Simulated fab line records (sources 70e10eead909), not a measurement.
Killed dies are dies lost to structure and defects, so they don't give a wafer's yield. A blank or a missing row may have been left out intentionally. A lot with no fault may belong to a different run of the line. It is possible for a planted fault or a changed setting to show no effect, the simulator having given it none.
Matching of chambers + flow nand_harc + 4 sister chambers for NHARC_P_CONTACT_CMP_24 on cmp-04
The step polishes, t overpolish 30 s, target thk 200 nm. 4 wafers are shown with their chamber, then 8 later ones without.

WAFERS WITH THEIR CHAMBER
| wafer  | chamber | motor_current_A (A) |
|--------|---------|---------------------|
| L245.3 | 0       | 13.2                |
| L252.5 | 2       | 11.6                |
| L256.2 | 1       | 11.1                |
| L257.2 | 3       | 13.5                |

WAFERS WHOSE CHAMBER IS MISSING
| wafer  | motor_current_A (A) |
|--------|---------------------|
| L257.3 | 13.0                |
| L257.5 | 14.4                |
| L259.4 | 12.5                |
| L259.5 | 13.2                |
| L259.6 | 13.8                |
| L260.1 | 12.2                |
| L260.2 | 14.2                |
| L260.5 | 11.0                |

CHAMBER TAKEN BY EACH
| wafer  | from the rows above               | in truth |
|--------|-----------------------------------|----------|
| L257.3 | can't be placed: 0 or 3           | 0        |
| L257.5 | can't be placed: 3 or 0           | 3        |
| L259.4 | can't be placed: 0 or 2 or 3 or 1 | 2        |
| L259.5 | can't be placed: 0 or 3           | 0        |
| L259.6 | can't be placed: 3 or 0           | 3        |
| L260.1 | can't be placed: 2 or 0 or 1 or 3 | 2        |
| L260.2 | can't be placed: 3 or 0           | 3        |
| L260.5 | can't be placed: 1 or 2           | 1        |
Correct placement for 0 of the 8. From these rows, 8 cannot be placed; in 8 the true chamber is one of the candidates. Number placed wrongly: 0.
How it was worked out, from the rows above alone: a wafer's distance from a chamber is the root of the sum, over the readings, of the square of ((its reading less the chamber's mean) divided by the reading's scatter). If the next closest chamber is less than 2 further off than the closest, the wafer can't be placed; otherwise it belongs to the closest. The mean given for a chamber averages the wafers shown for that chamber. The scatter: with one shown wafer a chamber, the root of the mean of the squares of how far each hidden wafer lies from its nearest shown one.
